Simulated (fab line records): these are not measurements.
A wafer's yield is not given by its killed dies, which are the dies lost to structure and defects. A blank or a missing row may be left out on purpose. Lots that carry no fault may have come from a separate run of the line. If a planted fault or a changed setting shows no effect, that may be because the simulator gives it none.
Matching of chambers / flow n5-finfet / 4 sister chambers for N5_BEOL_M3_ALD_84 on ald-metal-04
The step deposits TaN, pulse time 2 s, purge time 3 s, co reactant purge time 2 s. 14 wafers are shown with their chamber, then 7 later ones without.

WAFERS PAIRED WITH THEIR CHAMBERS
wafer=L084.1; chamber=3; heater-power-w (W)=398
wafer=L084.2; chamber=0; heater-power-w (W)=494
wafer=L084.4; chamber=2; heater-power-w (W)=507
wafer=L085.2; chamber=2; heater-power-w (W)=512
wafer=L085.5; chamber=1; heater-power-w (W)=385
wafer=L085.6; chamber=2; heater-power-w (W)=509
wafer=L089.4; chamber=3; heater-power-w (W)=403
wafer=L089.5; chamber=2; heater-power-w (W)=503
wafer=L089.6; chamber=1; heater-power-w (W)=379
wafer=L090.3; chamber=2; heater-power-w (W)=523
wafer=L090.5; chamber=1; heater-power-w (W)=385
wafer=L090.6; chamber=2; heater-power-w (W)=522
wafer=L093.2; chamber=2; heater-power-w (W)=499
wafer=L093.4; chamber=0; heater-power-w (W)=496

SIGNATURES, as means of the wafers listed above
reading=heater-power-w; chamber 0=495.00; chamber 1=383.00; chamber 2=510.71; chamber 3=400.50; scatter within a chamber=7.29
Rule: for a wafer and a chamber, the distance is found by dividing, reading by reading, the gap between the wafer's reading and the chamber's mean by the reading's scatter, squaring, summing and taking the root. If the next closest chamber is less than 2 further off than the closest, the wafer can't be placed; otherwise it belongs to the closest. The scatter is the square root of a quotient: the sum, over the shown wafers, of each reading's squared deviation from its chamber's mean, divided by wafers minus chambers.

WAFERS MISSING THEIR CHAMBER
wafer=L093.6; heater-power-w (W)=523
wafer=L094.1; heater-power-w (W)=382
wafer=L094.2; heater-power-w (W)=489
wafer=L094.6; heater-power-w (W)=403
wafer=L097.1; heater-power-w (W)=501
wafer=L097.3; heater-power-w (W)=408
wafer=L097.5; heater-power-w (W)=379

WHICH CHAMBER EACH WENT THROUGH
wafer=L093.6; from the rows above=2; in truth=2
wafer=L094.1; from the rows above=1; in truth=1
wafer=L094.2; from the rows above=0; in truth=0
wafer=L094.6; from the rows above=3; in truth=3
wafer=L097.1; from the rows above=can't be placed: 0 or 2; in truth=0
wafer=L097.3; from the rows above=3; in truth=3
wafer=L097.5; from the rows above=1; in truth=1
Correctly placed: 6 of 7. These rows do not allow placing 1 (true chamber among the candidates in 1). Placed wrongly: 0.
